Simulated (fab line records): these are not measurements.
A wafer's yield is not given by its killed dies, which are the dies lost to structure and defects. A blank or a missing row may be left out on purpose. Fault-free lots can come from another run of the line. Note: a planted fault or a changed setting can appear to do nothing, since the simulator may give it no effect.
Matching of chambers | flow nandHarc | NHARC_THIN_TSV_DEP_47 on pecvd-01 has 3 sister chambers
The step deposits SiO2, target thk 200 nm. 6 wafers are shown with their chamber, then 7 later ones without.

WAFERS, EACH WITH ITS CHAMBER
wafer  | chamber | throttleValvePct (%)
L969.5 | 0       | 15.1
L968.2 | 1       | 15.9
L968.3 | 0       | 15.0
L973.5 | 1       | 15.7
L973.6 | 2       | 16.1
L974.1 | 2       | 16.3

WAFERS WHOSE CHAMBER IS MISSING
wafer  | throttleValvePct (%)
L974.4 | 16.2
L974.6 | 15.7
L983.2 | 15.6
L983.5 | 15.0
L982.1 | 15.6
L982.3 | 15.2
L982.4 | 15.4

EACH ONE'S CHAMBER
wafer  | from the rows above     | in truth
L974.4 | 2                       | 2
L974.6 | 1                       | 1
L983.2 | 1                       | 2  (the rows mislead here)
L983.5 | 0                       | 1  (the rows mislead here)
L982.1 | 1                       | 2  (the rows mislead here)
L982.3 | 0                       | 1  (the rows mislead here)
L982.4 | can't be placed: 0 or 1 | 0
Placed correctly: 2 of 7. Can't be placed from these rows: 1 (the true chamber is among the candidates in 1). Wrongly placed: 4.
How it was worked out, from the rows above alone: a wafer's distance from a chamber is the root of the sum, over the readings, of the square of ((its reading less the chamber's mean) divided by the reading's scatter). If the next closest chamber is less than 2 further off than the closest, the wafer can't be placed; otherwise it belongs to the closest. For every chamber, the mean is computed from those of its wafers that are shown. How the scatter is found: for the shown wafers, subtract from each reading the mean of its chamber, square and add these, divide the total by (wafers less chambers), then take the root.
